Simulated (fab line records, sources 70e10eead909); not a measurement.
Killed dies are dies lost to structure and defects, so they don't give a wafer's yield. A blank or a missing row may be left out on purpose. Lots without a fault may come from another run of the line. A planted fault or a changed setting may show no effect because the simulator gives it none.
A struck lot beside a sound one | flow nand_harc | 16 steps out of a route of 1302
Sound: wafers L306.1, L306.2, L306.6. Struck: wafer L310.4. (L310.3 of the same lot was not struck and is left out.) The cause comes at the end.
At each step with rows: each side's tool, then ch and its chambers, then its first start. Under that, the readings that differ: sound wafers | struck wafers | difference of the means | sigmas: that difference in standard deviations of wafers without a fault.
alike: readings whose means differ by less than 2 such deviations, and words and numbers that are the same on both sides. not compared: withheld readings, readings that some wafer has no value for, bounds like >300 that may hide the same value, and numbers for which the record gives no deviation and whose values overlap.
The two part at a step that has a row with sigmas, a row that says differs or no value, or rows on one side only. Numbers that don't overlap but have no deviation are shown without sigmas and don't part them. A reading that every wafer of one side lacks parts them only if that side has two wafers or more.

NHARC_A_DECK1_JOINT_INSPECT_05:
  sound on defect_inspect-01, day 14 12:43; struck on defect_inspect-02, day 16 03:53
  alike: raw_defect_count
then, 1 step without rows for these wafers: NHARC_A_ONON_D2_DEP_00 (target thk 1000 nm).
NHARC_A_ONON_D2_THK_MEAS_02: measures by ellipsometry.
  sound on film_metro-02, day 14 13:18; struck on film_metro-02, day 16 04:28
  alike: thk_nm
then, 1 step without rows for these wafers: NHARC_A_ONON_D2_DEP_03 (target thk 1000 nm).
NHARC_A_ONON_D2_THK_MEAS_05: measures by ellipsometry.
  sound on film_metro-02, day 14 13:52; struck on film_metro-02, day 16 05:02
  alike: thk_nm
then, 1 step without rows for these wafers: NHARC_A_ONON_D2_DEP_06 (target thk 1000 nm).
NHARC_A_ONON_D2_THK_MEAS_08: measures by ellipsometry.
  sound on film_metro-02, day 14 14:26; struck on film_metro-02, day 16 05:37
  alike: thk_nm
then, 1 step without rows for these wafers: NHARC_A_ONON_D2_DEP_09 (target thk 1000 nm).
NHARC_A_ONON_D2_THK_MEAS_11: measures by ellipsometry.
  sound on film_metro-02, day 14 15:00; struck on film_metro-02, day 16 06:11
  alike: thk_nm
then, 1 step without rows for these wafers: NHARC_A_ONON_D2_DEP_12 (target thk 1000 nm).
NHARC_A_ONON_D2_THK_MEAS_14: measures by ellipsometry.
  sound on film_metro-02, day 14 15:34; struck on film_metro-02, day 16 06:45
  alike: thk_nm
then, 1 step without rows for these wafers: NHARC_A_ONON_D2_ANNEAL_15 (time 3600 s).
NHARC_A_ONON_D2_DEP_16: target thk 1000 nm.
  sound on pecvd_onon-03 ch 0, day 15 01:55; struck on pecvd_onon-03 ch 0, day 16 13:40
  reading             | sound          | struck | difference | sigmas
  n2_flow_sccm (sccm) | 2730 2724 2750 | 2757   | +22        | +3
NHARC_A_ONON_D2_THK_MEAS_18: measures by ellipsometry.
  sound on film_metro-02, day 15 02:26; struck on film_metro-02, day 17 04:01
  reading     | sound          | struck | difference | sigmas
  thk_nm (nm) | 1008 1009 1009 | 1890   | +881       | +99 or more
then, 1 step without rows for these wafers: NHARC_A_ONON_D2_DEP_19 (target thk 1000 nm).
-- the record jumps here: 11 days lie between the struck wafers' starts before and after (it left off in module A_ONON_D2 and takes up again in module END, whose first step shown is number 1302 of the route) --
NHARC_END_SORT_01:
  the record has rows for the struck wafers here (prober-02 ch 0, day 28 14:19) and none for the sound ones

WHERE THEY PART
First at NHARC_A_ONON_D2_DEP_16; last, within this record, at NHARC_END_SORT_01.

WHY: what the simulator had put in
Process parameter drift: pecvd_onon-03, from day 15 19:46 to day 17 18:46, at NHARC_A_ONON_D2_DEP_16. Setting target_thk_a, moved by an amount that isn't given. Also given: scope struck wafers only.
